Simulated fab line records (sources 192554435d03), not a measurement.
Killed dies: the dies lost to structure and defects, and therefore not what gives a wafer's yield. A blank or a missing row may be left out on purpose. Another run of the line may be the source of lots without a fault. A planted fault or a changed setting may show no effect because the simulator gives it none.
fab line records -- flow n5Finfet
record lots=4, wafers=12, lastDay=17
route steps=1938 shown BEOL_M1@781 BEOL_M4@1111 PASSIVATION@1936
lots untouched by any fault: they come from a run of this same line in which no faults occurred
startH: hours from the record's first day to the start of the lot's first wafer shown -- waitH: hours from the lot's prior step to this one -- " unchanged from the row above -- L1.1+2: a row that stands for several wafers -- - value missing, or start not given -- * or withheld: withheld -- < > ~ a bound
route shown NAME@n: NAME is a module with steps in the file, n the number in the route of the first one -- usual: the fault-free wafers' mean and standard deviation -- same: alike in all rows -- chamber/n: place in a boat -- sites: per-site readings -- _std_site: the values' standard deviation -- _edge_site: outer sites' mean less inner sites' -- radiusMm: how far each site lies from the wafer's centre -- mask NAME#n: copy n -- behind: the last tool/chamber to shape the wafer -- hold: what put the lot on hold/how long, in hours/how the hold closed -- device: whichever transistor did not switch (one of n, p or np) -- end of line: tests of these same wafers at the route's end -- a step with no rows: only its recipe -- killed: not the wafer's yield, but the dies lost to structure and defects at the first sort -- map: a wafer's dies, x killed, . not, _ none there
set.NAME: the run value of the setting; set.NAME@STEP: its run value at that earlier step -- model.NAME: the simulator's own value behind a step, which no gauge read
lots at some steps of the route; a table a step, a row a wafer
services: the hour from which a tool's chamber was out of use, counted from the record's first day as startH (under 0 if before that day), plus the number of hours and why
## steps
# step N5_BEOL_M1_EBR_24
# recipe solvent=PGMEA, ebrWidthMm=1.5
# step N5_BEOL_M1_SOFTBAKE_23
# recipe tempC=110, timeS=60, resist=CAR-EUV
# step N5_BEOL_M1_EXPOSE_25
# recipe maskId=V0, na=0.33, sourceShape=quasar, sigmaInner=0.2, sigmaOuter=0.8, polarization=unpolarized, defocusNm=5, targetCdNm=24, doseMj=63
# step N5_BEOL_M1_PEB_26
# recipe pebTempC=100, pebTimeS=60, resist=CAR-EUV
# step N5_BEOL_M1_DEVELOP_27
# recipe developTimeS=30, developer=TMAH, resist=CAR-EUV, rinseLiquid=surfactantRinse, dry=airSpin, devTempC=23
# step N5_BEOL_M1_DESCUM_33
# recipe chemistry=O2, timeS=7, sourcePowerW=50, biasPowerW=20, pressureMtorr=20, rfFrequencyHz=2.712e+07, tempC=40, resist=CAR-EUV, o2FlowSccm=225
# step N5_BEOL_M1_ETCH_77
# recipe chemistry=N2/H2, target=underlayer, targetDepthA=65, maskMaterial=CAR-EUV, timeS=5.2, ionEnergyEv=200, pressureMtorr=30, sourceW=840, biasW=150, n2FlowSccm=200, h2FlowSccm=200, ends=cleared
# step N5_BEOL_M1_ETCH_69
# recipe chemistry=CF4, target=SiARC, targetDepthA=156, maskMaterial=CAR-EUV, timeS=26, ionEnergyEv=80, pressureMtorr=40, sourceW=545, biasW=36, Ar_flow_sccm=100, cf4FlowSccm=100, ends=cleared
# step N5_BEOL_M1_ALD_98
# recipe material=SiO2, targetThkA=25, tempC=100, aldPrecursorFamily=BDEAS, aldCoReactant=O2-plasma, pulseTimeS=1, coReactantPulseTimeS=1, purgeTimeS=2, coReactantPurgeTimeS=2, aldCycles=17, pressureTorr=2
# step N5_BEOL_M1_ETCHBACK_99
# recipe chemistry=CHF3, target=SiO2, targetDepthA=50, timeS=10.4, sourceW=215, biasW=47, Ar_flow_sccm=200, CHF3_flow_sccm=12, ionEnergyEv=100, pressureMtorr=30
# usual CHF3_flow_sccm=12.00/0.031, biasW=47.01/0.14, drypumpMotorCurrentA=5.6/0.42, oesProductAu=0.78/0.086, rfVppV=240/6.4, showerheadPlenumPTorr=2.18/0.067, throttleValvePct=17.15/0.23, timeS=10.4/0
lot.wafer,tool,chamber,startH,waitH,CHF3_flow_sccm,biasW,drypumpMotorCurrentA,oesProductAu,rfHoursCounterH,rfVppV,showerheadPlenumPTorr,throttleValvePct,timeS,model.CAR-EUV_of_BEOL_M1_COAT_22.thkNm
L448.1,rieDiel-04,3,123.12,1.5,11.98,47.16,5.2,0.71,184,240,2.26,17.33,10.4,10.4
L448.2,rieDiel-04,1,123.12,1.5,12.00,47.09,5.7,0.70,192,241,2.16,17.53,10.4,10.4
L448.6,rieDiel-04,3,123.12,1.5,11.99,46.96,5.2,0.72,-,238,2.26,17.32,10.4,10.4
L455.1,rieDiel-02,0,166.79,0.4,-,-,-,-,-,-,-,-,-,11
L455.3,rieDiel-02,3,166.79,0.4,-,-,-,-,-,-,-,-,-,11.2
L455.5,rieDiel-02,3,166.79,0.4,-,-,-,-,-,-,-,-,-,11.2
L454.1,rieDiel-04,2,167.47,1.7,-,-,-,-,-,-,-,-,-,11.4
L454.3,rieDiel-04,0,167.47,1.7,-,-,-,-,-,-,-,-,-,11.2
L454.4,rieDiel-04,1,167.47,1.7,-,-,-,-,-,-,-,-,-,11
L471.1,rieDiel-03,1,275.39,13.9,12.02,47.14,4.9,0.88,40,240,2.11,17.15,10.4,10.4
L471.4,rieDiel-03,2,275.39,13.9,11.97,47.03,5.6,0.82,104,243,2.19,17.01,10.4,10.4
L471.6,rieDiel-03,2,275.39,13.9,12.05,47.08,5.6,0.82,-,243,2.19,17.00,10.4,10.4
# step N5_BEOL_M1_ETCH_70
# recipe chemistry=N2/H2, target=SOC, targetDepthA=800, overetchA=160, maskMaterial=SiARC, tempC=40, timeS=120, ionEnergyEv=200, pressureMtorr=30, sourceW=840, biasW=150, n2FlowSccm=200, h2FlowSccm=200
# usual drypumpMotorCurrentA=5.6/0.42, oesProductAu=0.60/0.06, rfVppV=524.3/2.1, showerheadPlenumPTorr=2.56/0.07, throttleValvePct=17.9/0.3
# same timeS=120
lot.wafer,tool,chamber,startH,waitH,drypumpMotorCurrentA,oesProductAu,rfHoursCounterH,rfVppV,showerheadPlenumPTorr,throttleValvePct
L448.1,rieDiel-04,3,123.15,0.0,5.2,0.54,184,527.1,2.65,18.0
L448.2,rieDiel-04,1,123.15,0.0,5.8,0.55,192,524.1,2.55,18.4
L448.6,rieDiel-04,3,123.15,0.0,5.2,0.54,-,527.7,2.65,18.0
L455.1,rieDiel-02,0,166.83,0.0,5.5,0.31,95,521.1,2.47,17.9
L455.3,rieDiel-02,3,166.83,0.0,5.1,0.26,225,523.4,2.52,18.0
L455.5,rieDiel-02,3,166.83,0.0,5.0,0.26,-,521.4,2.52,18.0
L454.1,rieDiel-04,2,167.50,0.0,5.6,0.31,78,527.0,2.68,17.6
L454.3,rieDiel-04,0,167.50,0.0,6.0,0.27,212,526.6,2.64,18.1
L454.4,rieDiel-04,1,167.50,0.0,5.8,0.26,205,522.4,2.54,18.4
L471.1,rieDiel-03,1,275.42,0.0,4.9,0.67,40,522.1,2.49,17.9
L471.4,rieDiel-03,2,275.42,0.0,5.6,0.63,104,526.1,2.54,17.4
L471.6,rieDiel-03,2,275.42,0.0,5.7,0.62,-,524.5,2.54,17.4
# step N5_BEOL_M1_STRIP_71
# recipe chemistry=N2/H2, tempC=40, n2FlowSccm=200, h2FlowSccm=200, rfFrequencyHz=6e+07
# step N5_BEOL_M4_RC_MEAS_101
# usual DIBL_N=36.7/2.6, DIBL_P=36.9/2.8, IOFF_N=0.17/0.043, IOFF_P=0.22/0.05, ION_N=678/15, ION_P=465/9.2, SS_N=71.6/0.79, SS_P=73.5/0.82, VT_N=250/3.9, VT_P=-250/3.7
lot.wafer,tool,chamber,startH,waitH,DIBL_N[mV/V],DIBL_P[mV/V],IOFF_N[nA/um],IOFF_P[nA/um],ION_N[uA/um],ION_P[uA/um],SS_N[mV/dec],SS_P[mV/dec],VT_N[mV],VT_P[mV]
L448.1,prober-01,0,176.67,0.0,41.2,43.8,0.30,0.33,697,474,72.9,75.2,241,-247
L448.2,prober-01,0,176.67,0.0,39.7,41.6,0.23,0.27,689,470,72.9,74.0,248,-249
L448.6,prober-01,0,176.67,0.0,33.8,35.1,0.12,0.17,665,462,71.1,72.7,254,-253
L471.1,prober-02,0,309.58,0.0,40.2,41.8,0.21,0.26,690,467,72.0,73.5,248,-249
L471.4,prober-02,0,309.58,0.0,38.7,40.5,0.17,0.25,680,474,72.8,73.3,253,-251
L471.6,prober-02,0,309.58,0.0,37.8,39.3,0.15,0.24,662,467,71.0,74.0,254,-251
# step N5_PASSIVATION_PROBE_49
# usual defectLimitedYield=91.0/1.4, killed_at_M0_to_M3=36/9.6, killed_at_M4_up=14/6.1, killedAtContacts=13/6.6, killedAtFrontEnd=40/11, killedAtOther=3.2/2.9, killedDies=106/17, killedOnRim=14/3.9, killedOpen=71/12, killedShort=33/7.3, sort_bin_4_leakage=0.02/0.11, sort_bin_5_function=5.3/1, sort_bin_6_memory=3.4/0.68, sortNPass=1073/19, sortYieldPct=91.0/1.6
# same grossDies=1180, killedAtBackSide=0, sort_bin_8_speed[%]=0
lot.wafer,tool,chamber,startH,waitH,defectLimitedYield[%],killed_at_M0_to_M3,killed_at_M4_up,killedAtContacts,killedAtFrontEnd,killedAtOther,killedDies,killedOnRim,killedOpen,killedShort,sort_bin_4_leakage[%],sort_bin_5_function[%],sort_bin_6_memory[%],sortNPass,sortYieldPct[%]
L448.1,prober-02,-,287.87,0.0,89.4,47,15,18,45,0,125,21,92,31,1.02,5.3,4.9,1043,88.4
L448.2,prober-02,-,287.92,0.1,91.8,33,16,11,37,0,97,12,62,33,0,4.8,3.2,1083,91.8
L448.6,prober-02,-,288.12,0.3,91.6,45,13,17,24,0,99,11,60,39,0,4.9,3.2,1081,91.6
L455.1,prober-02,-,311.72,0.0,0,1111,15,13,39,2,1180,152,48,36,0,96.6,3.1,0,0
L455.3,prober-02,-,311.82,0.1,0,1074,25,14,62,5,1180,152,88,41,0,96.3,3.5,0,0
L455.5,prober-02,-,311.92,0.2,0,1109,20,12,33,6,1180,152,68,28,0,95.6,3.7,0,0
L454.1,prober-02,-,317.83,0.0,0,1127,16,2,35,0,1180,152,55,27,0,97.3,2.5,0,0
L454.3,prober-02,-,317.93,0.1,0,1124,12,11,30,3,1180,152,57,30,0,95.7,3.9,0,0
L454.4,prober-02,-,317.98,0.2,0,1112,12,5,50,1,1180,152,59,26,0,97.4,2.5,0,0
L471.1,prober-01,-,413.89,0.0,92.3,47,14,3,26,1,91,14,62,27,0,3.9,3.6,1089,92.3
L471.4,prober-01,-,414.04,0.2,89.8,57,11,4,48,0,120,20,84,33,0,6.1,3.9,1060,89.8
L471.6,prober-01,-,414.14,0.3,90.8,33,15,10,44,6,108,14,65,40,0,4.8,3.8,1072,90.8
# killed by level:class
L448.1 MOL_CONTACT_COAG:geometricParticle:open=16 FIN_SAQP:geometricParticle:open=12 BEOL_M3:geometricParticle:open=10 STI_FIN_REVEAL:geometricParticle:open=9 BEOL_M0_SAQP:geometricParticle:short=9 BEOL_M0_SAQP:geometricParticle:open=7 BEOL_M2:geometricParticle:open=6 BEOL_M4:geometricParticle:open=6
L448.2 BEOL_M3:geometricParticle:open=13 STI_FIN_REVEAL:geometricParticle:open=10 MOL_CONTACT_COAG:geometricParticle:open=9 BEOL_M4:geometricParticle:short=6 STARTING-WAFER:geometricParticle:short=5 BEOL_M3:geometricParticle:short=5 FIN_SAQP:geometricParticle:open=4 STI_FIN_REVEAL:geometricParticle:short=4
L448.6 MOL_CONTACT_COAG:geometricParticle:open=14 BEOL_M0_SAQP:geometricParticle:short=14 BEOL_M0_SAQP:geometricParticle:open=13 BEOL_M3:geometricParticle:open=11 BEOL_M4:geometricParticle:open=7 FIN_SAQP:geometricParticle:short=6 FIN_SAQP:geometricParticle:open=5 BEOL_M3:geometricParticle:short=4
L455.1 BEOL_M1:areaEtchback=1096 FIN_SAQP:geometricParticle:open=12 MOL_CONTACT_COAG:geometricParticle:open=8 FIN_SAQP:geometricParticle:short=6 STI_FIN_REVEAL:geometricParticle:open=6 BEOL_M0_SAQP:geometricParticle:short=6 MOL_CONTACT_COAG:geometricParticle:short=5 BEOL_M4:geometricParticle:open=5
L455.3 BEOL_M1:areaEtchback=1049 FIN_SAQP:geometricParticle:open=31 BEOL_M4:geometricParticle:open=13 MOL_CONTACT_COAG:geometricParticle:open=10 FIN_SAQP:geometricParticle:short=7 BEOL_M0_SAQP:geometricParticle:open=7 BEOL_M3:geometricParticle:open=6 BEOL_M7:geometricParticle:open=5
L455.5 BEOL_M1:areaEtchback=1081 MOL_CONTACT_COAG:geometricParticle:open=10 BEOL_M4:geometricParticle:open=9 BEOL_M3:geometricParticle:open=6 ILD0:geometricParticle:open=5 BEOL_M0_SAQP:geometricParticle:short=5 BEOL_M0_SAQP:geometricParticle:open=5 BEOL_M2:geometricParticle:open=5
L454.1 BEOL_M1:areaEtchback=1098 BEOL_M4:geometricParticle:open=10 STI_FIN_REVEAL:geometricParticle:open=8 GATE_CUT:geometricParticle:short=8 BEOL_M0_SAQP:geometricParticle:open=6 GATE_CUT:geometricParticle:open=5 BEOL_M1:geometricParticle:open=5 BEOL_M2:geometricParticle:open=5
L454.3 BEOL_M1:areaEtchback=1093 BEOL_M1:geometricParticle:open=11 MOL_CONTACT_COAG:geometricParticle:open=8 GATE_CUT:geometricParticle:short=7 GATE_CUT:geometricParticle:open=6 BEOL_M2:geometricParticle:open=6 STARTING-WAFER:geometricParticle:short=5 FIN_SAQP:geometricParticle:open=4
L454.4 BEOL_M1:areaEtchback=1073 FIN_CUT:areaEtch=21 BEOL_M2:geometricParticle:open=13 BEOL_M1:geometricParticle:open=13 GATE_CUT:geometricParticle:short=7 MOL_CONTACT_COAG:geometricParticle:open=5 DUMMY_GATE:geometricParticle:open=4 GATE_CUT:geometricParticle:open=4
L471.1 BEOL_M0_SAQP:geometricParticle:open=10 BEOL_M2:geometricParticle:open=8 BEOL_M3:geometricParticle:open=8 BEOL_M1:geometricParticle:open=7 BEOL_M0_SAQP:geometricParticle:short=6 BEOL_M4:geometricParticle:open=6 STI_FIN_REVEAL:geometricParticle:open=4 STARTING-WAFER:geometricParticle:short=4
L471.4 BEOL_M0_SAQP:geometricParticle:open=19 BEOL_M0_SAQP:geometricParticle:short=16 STI_FIN_REVEAL:geometricParticle:open=12 FIN_SAQP:geometricParticle:open=9 BEOL_M1:geometricParticle:open=9 FIN_SAQP:geometricParticle:short=6 BEOL_M3:geometricParticle:open=5 BEOL_M8:geometricParticle:open=5
L471.6 FIN_SAQP:geometricParticle:short=9 BEOL_M0_SAQP:geometricParticle:open=9 STI_FIN_REVEAL:geometricParticle:open=8 MOL_CONTACT_COAG:geometricParticle:open=8 BEOL_M0_SAQP:geometricParticle:short=7 GATE_CUT:geometricParticle:short=6 GATE_CUT:geometricParticle:open=5 BEOL_M5:geometricParticle:open=5
# map L454.1 (x killed, . not)
_________________xxxxxxxxxxxx________________
______________xxxxxxxxxxxxxxxxxx_____________
___________xxxxxxxxxxxxxxxxxxxxxxxx__________
__________xxxxxxxxxxxxxxxxxxxxxxxxxx_________
________xxxxxxxxxxxxxxxxxxxxxxxxxxxxxx_______
_______xxxxxxxxxxxxxxxxxxxxxxxxxxxxxxxx______
______xxxxxxxxxxxxxxxxxxxxxxxxxxxxxxxxxx_____
_____xxxxxxxxxxxxxxxxxxxxxxxxxxxxxxxxxxxx____
____xxxxxxxxxxxxxxxxxxxxxxxxxxxxxxxxxxxxxx___
___xxxxxxxxxxxxxxxxxxxxxxxxxxxxxxxxxxxxxxxx__
___xxxxxxxxxxxxxxxxxxxxxxxxxxxxxxxxxxxxxxxx__
__xxxxxxxxxxxxxxxxxxxxxxxxxxxxxxxxxxxxxxxxxx_
__xxxxxxxxxxxxxxxxxxxxxxxxxxxxxxxxxxxxxxxxxx_
_xxxxxxxxxxxxxxxxxxxxxxxxxxxxxxxxxxxxxxxxxxxx
_xxxxxxxxxxxxxxxxxxxxxxxxxxxxxxxxxxxxxxxxxxxx
_xxxxxxxxxxxxxxxxxxxxxxxxxxxxxxxxxxxxxxxxxxxx
_xxxxxxxxxxxxxxxxxxxxxxxxxxxxxxxxxxxxxxxxxxxx
_xxxxxxxxxxxxxxxxxxxxxxxxxxxxxxxxxxxxxxxxxxxx
_xxxxxxxxxxxxxxxxxxxxxxxxxxxxxxxxxxxxxxxxxxxx
_xxxxxxxxxxxxxxxxxxxxxxxxxxxxxxxxxxxxxxxxxxxx
_xxxxxxxxxxxxxxxxxxxxxxxxxxxxxxxxxxxxxxxxxxxx
__xxxxxxxxxxxxxxxxxxxxxxxxxxxxxxxxxxxxxxxxxx_
__xxxxxxxxxxxxxxxxxxxxxxxxxxxxxxxxxxxxxxxxxx_
___xxxxxxxxxxxxxxxxxxxxxxxxxxxxxxxxxxxxxxxx__
___xxxxxxxxxxxxxxxxxxxxxxxxxxxxxxxxxxxxxxxx__
____xxxxxxxxxxxxxxxxxxxxxxxxxxxxxxxxxxxxxx___
_____xxxxxxxxxxxxxxxxxxxxxxxxxxxxxxxxxxxx____
______xxxxxxxxxxxxxxxxxxxxxxxxxxxxxxxxxx_____
_______xxxxxxxxxxxxxxxxxxxxxxxxxxxxxxxx______
________xxxxxxxxxxxxxxxxxxxxxxxxxxxxxx_______
__________xxxxxxxxxxxxxxxxxxxxxxxxxx_________
___________xxxxxxxxxxxxxxxxxxxxxxxx__________
______________xxxxxxxxxxxxxxxxxx_____________
_________________xxxxxxxxxxxx________________
# map L455.1 (x killed, . not)
_________________xxxxxxxxxxxx________________
______________xxxxxxxxxxxxxxxxxx_____________
___________xxxxxxxxxxxxxxxxxxxxxxxx__________
__________xxxxxxxxxxxxxxxxxxxxxxxxxx_________
________xxxxxxxxxxxxxxxxxxxxxxxxxxxxxx_______
_______xxxxxxxxxxxxxxxxxxxxxxxxxxxxxxxx______
______xxxxxxxxxxxxxxxxxxxxxxxxxxxxxxxxxx_____
_____xxxxxxxxxxxxxxxxxxxxxxxxxxxxxxxxxxxx____
____xxxxxxxxxxxxxxxxxxxxxxxxxxxxxxxxxxxxxx___
___xxxxxxxxxxxxxxxxxxxxxxxxxxxxxxxxxxxxxxxx__
___xxxxxxxxxxxxxxxxxxxxxxxxxxxxxxxxxxxxxxxx__
__xxxxxxxxxxxxxxxxxxxxxxxxxxxxxxxxxxxxxxxxxx_
__xxxxxxxxxxxxxxxxxxxxxxxxxxxxxxxxxxxxxxxxxx_
_xxxxxxxxxxxxxxxxxxxxxxxxxxxxxxxxxxxxxxxxxxxx
_xxxxxxxxxxxxxxxxxxxxxxxxxxxxxxxxxxxxxxxxxxxx
_xxxxxxxxxxxxxxxxxxxxxxxxxxxxxxxxxxxxxxxxxxxx
_xxxxxxxxxxxxxxxxxxxxxxxxxxxxxxxxxxxxxxxxxxxx
_xxxxxxxxxxxxxxxxxxxxxxxxxxxxxxxxxxxxxxxxxxxx
_xxxxxxxxxxxxxxxxxxxxxxxxxxxxxxxxxxxxxxxxxxxx
_xxxxxxxxxxxxxxxxxxxxxxxxxxxxxxxxxxxxxxxxxxxx
_xxxxxxxxxxxxxxxxxxxxxxxxxxxxxxxxxxxxxxxxxxxx
__xxxxxxxxxxxxxxxxxxxxxxxxxxxxxxxxxxxxxxxxxx_
__xxxxxxxxxxxxxxxxxxxxxxxxxxxxxxxxxxxxxxxxxx_
___xxxxxxxxxxxxxxxxxxxxxxxxxxxxxxxxxxxxxxxx__
___xxxxxxxxxxxxxxxxxxxxxxxxxxxxxxxxxxxxxxxx__
____xxxxxxxxxxxxxxxxxxxxxxxxxxxxxxxxxxxxxx___
_____xxxxxxxxxxxxxxxxxxxxxxxxxxxxxxxxxxxx____
______xxxxxxxxxxxxxxxxxxxxxxxxxxxxxxxxxx_____
_______xxxxxxxxxxxxxxxxxxxxxxxxxxxxxxxx______
________xxxxxxxxxxxxxxxxxxxxxxxxxxxxxx_______
__________xxxxxxxxxxxxxxxxxxxxxxxxxx_________
___________xxxxxxxxxxxxxxxxxxxxxxxx__________
______________xxxxxxxxxxxxxxxxxx_____________
_________________xxxxxxxxxxxx________________
## services
tool,chamber,startH,hours,kind
rieDiel-04,3,100.75,14.7,repair
rieDiel-03,2,103.34,6.7,repair
rieDiel-04,0,119.99,13.8,repair
rieDiel-02,-,124.83,14.6,pm
rieDiel-03,1,126.17,-,clean
rieDiel-03,1,126.17,-,consumableReplace:focusRing
rieDiel-03,1,126.17,11.5,scheduledDown
rieDiel-03,1,126.17,11.5,ventCycle
rieDiel-03,0,137.79,-,clean
rieDiel-03,0,137.79,-,consumableReplace:focusRing
rieDiel-03,0,137.79,18.6,scheduledDown
rieDiel-03,0,137.79,18.6,ventCycle
rieDiel-04,3,200.03,2.9,repair
rieDiel-03,2,218.45,2.0,repair
rieDiel-02,3,250.70,-,clean
rieDiel-02,3,250.70,-,consumableReplace:focusRing
rieDiel-02,3,250.70,20.8,scheduledDown
rieDiel-02,3,250.70,20.8,ventCycle
## key
firstSign step=N5_BEOL_M1_ETCHBACK_99, reading=toolRecord, direction=missing
effect step=N5_BEOL_M1_ETCH_70, reading=oesProductAu, direction=down, sigmas=5.3, usual=0.60, struck=0.28
effect step=N5_PASSIVATION_PROBE_49, reading=killed_at_M0_to_M3, direction=up, sigmas=99+, usual=36, struck=1110
modelEffect step=N5_BEOL_M1_ETCHBACK_99, value=CAR-EUV_of_BEOL_M1_COAT_22.thkNm, without=10.47, struck=11.17
moreKillsBornAt N5_BEOL_M1_ETCHBACK_99@rieDiel-04=3264, N5_BEOL_M1_ETCHBACK_99@rieDiel-02=3226
metAt N5_BEOL_M1_ETCHBACK_99
struckWafers L454.1,L454.3,L454.4,L455.1,L455.3,L455.5
laterRowsLeftOut L454.1,L454.3,L454.4,L455.1,L455.3,L455.5
baselineLoss step=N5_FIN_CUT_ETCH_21, wafers=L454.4
onsetBetween 123.12 166.79
fault kind=skippedStepWhole, tool=rieDiel-02,rieDiel-04, chamber=-, onsetH=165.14, steps=N5_BEOL_M1_ETCHBACK_99, scope=struckLotsOnly
# laterRowsLeftOut: the simulator's readings of these wafers behind a module that went badly wrong aren't trusted and aren't shown, but for the sort
# baselineLoss: these wafers lose ten dies or more at that step, a loss of the line's own and not of a fault; the sort's usual values leave them out
